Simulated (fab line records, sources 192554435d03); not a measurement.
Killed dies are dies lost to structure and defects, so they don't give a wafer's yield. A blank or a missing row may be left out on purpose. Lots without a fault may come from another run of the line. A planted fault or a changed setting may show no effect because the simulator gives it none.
Which tool did it? | flow n5_finfet | 11 lots, 33 wafers sampled, at 5 steps of a route of 1938

WHAT THE GAUGES READ, wafer by wafer
N5_MIM_BOT_LITHO_OVL_MEAS_11.
lot  | measured     | on         | MIM_BOT_OVL (nm)
L319 | day 12 14:01 | overlay-02 | 1 8 11
L320 | day 12 20:07 | overlay-01 | 3 9 0
L322 | day 13 11:35 | overlay-02 | 3 -1 -1
L328 | day 14 13:38 | overlay-01 | 9 3 -3
L327 | day 14 22:52 | overlay-01 | 9 4 3
L330 | day 15 02:51 | overlay-01 | -1 2 2
L334 | day 16 04:32 | overlay-01 | 10 11 12
L336 | day 16 18:13 | overlay-02 | 7 11 -1
L337 | day 17 04:47 | overlay-01 | 9 6 0
L339 | day 17 21:32 | overlay-01 | 9 9 5
L340 | day 18 03:02 | overlay-02 | 6 -3 8

N5_PASSIVATION_CD_MEAS_10: target cd 3000 nm.
lot  | measured     | on        | cd_nm (nm)
L319 | day 12 15:38 | cd_sem-03 | 3000.4 2999.9 3001.2
L320 | day 12 21:38 | cd_sem-01 | 3001.6 3001.5 3003.5
L322 | day 13 14:50 | cd_sem-03 | 2998.1 2997.9 2999.8
L328 | day 14 16:17 | cd_sem-01 | 3002.0 3001.8 3003.0
L327 | day 15 00:27 | cd_sem-01 | 2996.9 2996.4 2994.3
L330 | day 15 04:32 | cd_sem-01 | 2999.3 3002.1 3002.6
L334 | day 16 06:40 | cd_sem-03 | 2999.3 3001.8 3001.4
L336 | day 16 19:43 | cd_sem-02 | 3001.4 3001.5 3001.9
L337 | day 17 07:08 | cd_sem-01 | 3002.6 3002.4 3002.7
L339 | day 18 00:35 | cd_sem-01 | 3000.2 3001.4 3000.8
L340 | day 18 05:07 | cd_sem-02 | 3000.4 3000.7 3002.2

WHICH TOOL RAN EACH LOT (tool, then ch and the chambers of the sampled wafers, then the start)
lot  | N5_BEOL_M15_PRE_CLEAN_42     | N5_MIM_TOP_ALD_00                | N5_PASSIVATION_EXPOSE_07
L319 | pvd_sputter-03, day 12 07:07 | ald_hk-02 ch 0,1,3, day 12 10:14 | krf_scanner-01 ch 0, day 12 15:28
L320 | pvd_sputter-02, day 12 14:43 | ald_hk-02 ch 0,1,3, day 12 18:20 | krf_scanner-02 ch 0, day 12 21:28
L322 | pvd_sputter-01, day 13 04:40 | ald_hk-02 ch 1,3, day 13 09:23   | krf_scanner-02 ch 0, day 13 14:40
L328 | pvd_sputter-01, day 14 07:49 | ald_hk-02 ch 1,2,3, day 14 11:28 | krf_scanner-01 ch 0, day 14 16:07
L327 | pvd_sputter-02, day 14 17:47 | ald_hk-02 ch 0,3, day 14 20:44   | krf_scanner-01 ch 0, day 15 00:17
L330 | pvd_sputter-01, day 14 20:52 | ald_hk-02 ch 1,2, day 15 00:43   | krf_scanner-02 ch 0, day 15 04:22
L334 | pvd_sputter-01, day 15 20:31 | ald_hk-03 ch 1,2, day 15 23:14   | krf_scanner-02 ch 0, day 16 06:30
L336 | pvd_sputter-02, day 16 12:09 | ald_hk-01 ch 1,2,3, day 16 15:23 | krf_scanner-02 ch 0, day 16 19:33
L337 | pvd_sputter-03, day 16 20:21 | ald_hk-01 ch 0,1,2, day 16 23:45 | krf_scanner-02 ch 0, day 17 06:57
L339 | pvd_sputter-02, day 17 13:50 | ald_hk-01 ch 0,2,3, day 17 17:19 | krf_scanner-02 ch 0, day 18 00:25
L340 | pvd_sputter-01, day 17 20:17 | ald_hk-01 ch 0,1,3, day 17 23:55 | krf_scanner-02 ch 0, day 18 04:56
- N5_BEOL_M15_PRE_CLEAN_42: time 30 s.
- N5_MIM_TOP_ALD_00: deposits Al2O3, purge time 3 s, co reactant pulse time 3 s.
- N5_PASSIVATION_EXPOSE_07: exposes mask TV, defocus 0 nm, target cd 3000 nm.

WHAT THE TOOLS THEMSELVES READ (means of the sampled wafers that have a number; where no wafer has one, the mark that the record gives instead)
N5_BEOL_M15_PRE_CLEAN_42.
lot  | tool           | heater_power_w (W)
L319 | pvd_sputter-03 | 473
L320 | pvd_sputter-02 | 443
L322 | pvd_sputter-01 | 440
L328 | pvd_sputter-01 | 455
L327 | pvd_sputter-02 | 477
L330 | pvd_sputter-01 | 456
L334 | pvd_sputter-01 | 491
L336 | pvd_sputter-02 | 448
L337 | pvd_sputter-03 | 488
L339 | pvd_sputter-02 | 473
L340 | pvd_sputter-01 | 435

N5_MIM_TOP_ALD_00.
lot  | tool      | precursor_pulse_height_rel
L319 | ald_hk-02 | 1.000
L320 | ald_hk-02 | 1.002
L322 | ald_hk-02 | 1.028
L328 | ald_hk-02 | 0.983
L327 | ald_hk-02 | 0.999
L330 | ald_hk-02 | 1.004
L334 | ald_hk-03 | 1.002
L336 | ald_hk-01 | 0.992
L337 | ald_hk-01 | 1.007
L339 | ald_hk-01 | 1.015
L340 | ald_hk-01 | 0.998

N5_PASSIVATION_EXPOSE_07.
lot  | tool           | exposure_dose_mJ_cm2
L319 | krf_scanner-01 | 22.735
L320 | krf_scanner-02 | 22.741
L322 | krf_scanner-02 | 22.752
L328 | krf_scanner-01 | 22.727
L327 | krf_scanner-01 | 22.266
L330 | krf_scanner-02 | 22.747
L334 | krf_scanner-02 | 22.748
L336 | krf_scanner-02 | 22.752
L337 | krf_scanner-02 | 22.768
L339 | krf_scanner-02 | 22.755
L340 | krf_scanner-02 | 22.764

THE ANSWER, worked out from the rows above alone
Rule: what is usual is taken from the lots themselves. Put in order of their means at a reading, lots are off if they are a third of the lots or fewer, leave a main group of 4 or more, and stand apart from it by a gap of 3 or more times the standard deviation of the main group's means; of several such gaps the widest counts. A main group whose means are all the same, to the digits that the tables above print for the reading, isn't used. A lot without any number at a reading at which 4 lots or more have one is off too. The other lots that the step has rows for count as sound. The gauges are gone through in route order, then the tools' own readings, and for those a lot's mean is taken as printed above. The first step at which some lot is off is used, and at that step the reading that is off furthest; a lot without a number counts as furthest.
Off: L327, at N5_PASSIVATION_EXPOSE_07 (exposure_dose_mJ_cm2). The main group: mean 22.749, standard deviation 0.012.
A tool fits if, at that step or a process step before it, it ran every lot that is off, and no sound lot after the first of them. One fits: krf_scanner-01 at N5_PASSIVATION_EXPOSE_07. Its last sound lot is L328 (day 14 16:07), its first lot that is off L327 (day 15 00:17): a fault that began between those two fits.
The tool's own readings at N5_PASSIVATION_EXPOSE_07 bear it out: on the lots that are off they differ by more than 5 times the standard deviation of the sound lots' means. exposure_dose_mJ_cm2 reads 22.266 there against 22.749 on the sound lots.

WHAT THE SIMULATOR HAD PUT IN
Process parameter drift: krf_scanner-01, from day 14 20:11 on, at N5_PASSIVATION_EXPOSE_07. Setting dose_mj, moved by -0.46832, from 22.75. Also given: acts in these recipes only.
Lots struck among those shown: L327. The rule above found the same.
